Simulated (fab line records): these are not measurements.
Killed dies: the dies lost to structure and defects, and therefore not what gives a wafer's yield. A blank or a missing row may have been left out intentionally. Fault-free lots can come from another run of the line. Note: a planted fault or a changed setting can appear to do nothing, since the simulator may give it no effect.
Which tool did it? ; flow n5_finfet ; 7 lots, 21 wafers sampled, at 4 steps of a route of 1938

WHAT EACH GAUGE READ, for each wafer
N5_MOL_CONTACT_COAG_CD_MEAS_08: the cd target is 28 nm.
lot;measured;on;cd_nm (nm)
L613;day 4 22:56;cd_sem-03;28.54 28.17 28.18
L616;day 5 17:47;cd_sem-02;28.09 27.49 28.11
L619;day 6 11:03;cd_sem-01;28.33 27.74 27.59
L625;day 7 23:52;cd_sem-01;- - -
L630;day 9 03:16;cd_sem-01;28.05 27.78 27.80
L633;day 10 02:49;cd_sem-02;27.99 28.18 28.17
L635;day 10 08:59;cd_sem-02;28.19 27.85 28.13

WHICH TOOL RAN EACH LOT (tool, then ch and the chambers of the sampled wafers, then the start)
lot;N5_GATE_CUT_ETCH_47;N5_GATE_CUT_CMP_43;N5_MOL_CONTACT_COAG_EXPOSE_05
L613;rie_metal-03 ch 0,1, day 4 19:47;cmp-03 ch 1,2, day 4 22:01;euv_scanner-02 ch 0, day 4 22:49
L616;rie_metal-02 ch 0,1, day 5 14:31;cmp-03 ch 0,2,3, day 5 16:40;euv_scanner-02 ch 0, day 5 17:40
L619;rie_metal-02 ch 0,1, day 6 07:44;cmp-02 ch 0,1,3, day 6 10:09;euv_scanner-01 ch 0, day 6 10:56
L625;rie_metal-03 ch 0,1, day 7 20:38;cmp-04 ch 0,1, day 7 22:49;euv_scanner-02, day 7 23:46
L630;rie_metal-03 ch 0,1, day 9 00:00;cmp-04 ch 0,1,2, day 9 02:13;euv_scanner-02 ch 0, day 9 03:08
L633;rie_metal-03 ch 0,1, day 9 23:29;cmp-02 ch 1,3, day 10 01:49;euv_scanner-02 ch 0, day 10 02:41
L635;rie_metal-02 ch 0, day 10 05:32;cmp-02 ch 0,2,3, day 10 07:50;euv_scanner-01 ch 0, day 10 08:52
- N5_GATE_CUT_ETCH_47: etches SiO2 in Cl2/BCl3, target depth 10 nm.
- N5_GATE_CUT_CMP_43: polishes SiO2.
- N5_MOL_CONTACT_COAG_EXPOSE_05: exposes mask CA, defocus 0 nm.

THE ANSWER, worked out from the rows above alone
Rule: the usual values come from the lots themselves. The widest of any qualifying gaps counts: lots, ordered by their means at a reading, are off when they make up no more than a third of the lots, leave a main group of 4 or more, and stand apart from it by 3 or more times the standard deviation of that group's means. A main group is skipped when, at the precision printed for the reading in the tables above, its means are all equal. Also off: a lot with no number at a reading for which 4 or more lots have one. All remaining lots with rows at the step are treated as sound.
Off, at N5_MOL_CONTACT_COAG_CD_MEAS_08 on cd_nm: L625. Without a number there: L625. Mean 28.02 nm and standard deviation 0.15 in the main group.
A tool fits if, at a process step before that reading, it ran every lot that is off, and no sound lot after the first of them. Gauges at N5_MOL_CONTACT_COAG_CD_MEAS_08: tried the same way as those tools. None of those tried fits.

WHAT THE SIMULATOR HAD INSERTED
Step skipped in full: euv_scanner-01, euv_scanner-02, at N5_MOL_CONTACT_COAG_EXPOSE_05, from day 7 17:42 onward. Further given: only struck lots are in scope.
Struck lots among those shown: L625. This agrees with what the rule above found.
